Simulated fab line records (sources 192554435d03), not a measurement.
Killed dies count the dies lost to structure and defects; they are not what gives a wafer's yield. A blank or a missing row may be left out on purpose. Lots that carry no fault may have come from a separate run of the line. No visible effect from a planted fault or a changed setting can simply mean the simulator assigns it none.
Matching of chambers :: flow n5 finfet :: N5_SDB_ALD_29 on ald sin-03 has 4 sister chambers
The step deposits SiNx, target thk 30 nm, pulse time 1 s, ald cycles 600. 8 wafers are shown with their chamber, then 7 later ones without.

== WAFERS, EACH WITH ITS CHAMBER ==
wafer: L083.3
chamber: 2
heater power w (W): 925
precursor pulse height rel: 1.021

wafer: L088.2
chamber: 3
heater power w (W): 807
precursor pulse height rel: 1.055

wafer: L088.6
chamber: 1
heater power w (W): 773
precursor pulse height rel: 0.989

wafer: L090.1
chamber: 0
heater power w (W): 946
precursor pulse height rel: 0.992

wafer: L090.4
chamber: 2
heater power w (W): 962
precursor pulse height rel: 1.003

wafer: L090.6
chamber: 0
heater power w (W): 949
precursor pulse height rel: 0.970

wafer: L091.1
chamber: 3
heater power w (W): 812
precursor pulse height rel: 1.016

wafer: L091.3
chamber: 1
heater power w (W): 766
precursor pulse height rel: 0.966

== WAFERS WITH NO CHAMBER GIVEN ==
wafer: L091.4
heater power w (W): 765
precursor pulse height rel: 0.985

wafer: L094.2
heater power w (W): 772
precursor pulse height rel: 0.986

wafer: L094.5
heater power w (W): 990
precursor pulse height rel: 1.023

wafer: L094.6
heater power w (W): 773
precursor pulse height rel: 1.011

wafer: L096.4
heater power w (W): 779
precursor pulse height rel: 1.006

wafer: L096.5
heater power w (W): 796
precursor pulse height rel: 1.008

wafer: L096.6
heater power w (W): 931
precursor pulse height rel: 0.982

== CHAMBER TAKEN BY EACH ==
wafer: L091.4
from the rows above: 1
in truth: 1

wafer: L094.2
from the rows above: 1
in truth: 1

wafer: L094.5
from the rows above: can't be placed: 2 or 0
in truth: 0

wafer: L094.6
from the rows above: can't be placed: 1 or 3
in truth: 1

wafer: L096.4
from the rows above: can't be placed: 1 or 3
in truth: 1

wafer: L096.5
from the rows above: can't be placed: 3 or 1
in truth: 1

wafer: L096.6
from the rows above: can't be placed: 0 or 2
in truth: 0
Placed correctly: 2 of 7. Can't be placed from these rows: 5 (the true chamber is among the candidates in 5). Wrongly placed: 0.
How it was worked out, from the rows above alone: a wafer's distance from a chamber is the root of the sum, over the readings, of the square of ((its reading less the chamber's mean) divided by the reading's scatter). The wafer belongs to the nearest chamber; if the next one is less than 2 further off, it can't be placed. For every chamber, the mean is computed from those of its wafers that are shown. The scatter: take each reading less its chamber's mean, square it, sum over the shown wafers, divide by the number of wafers less the number of chambers, and take the root.
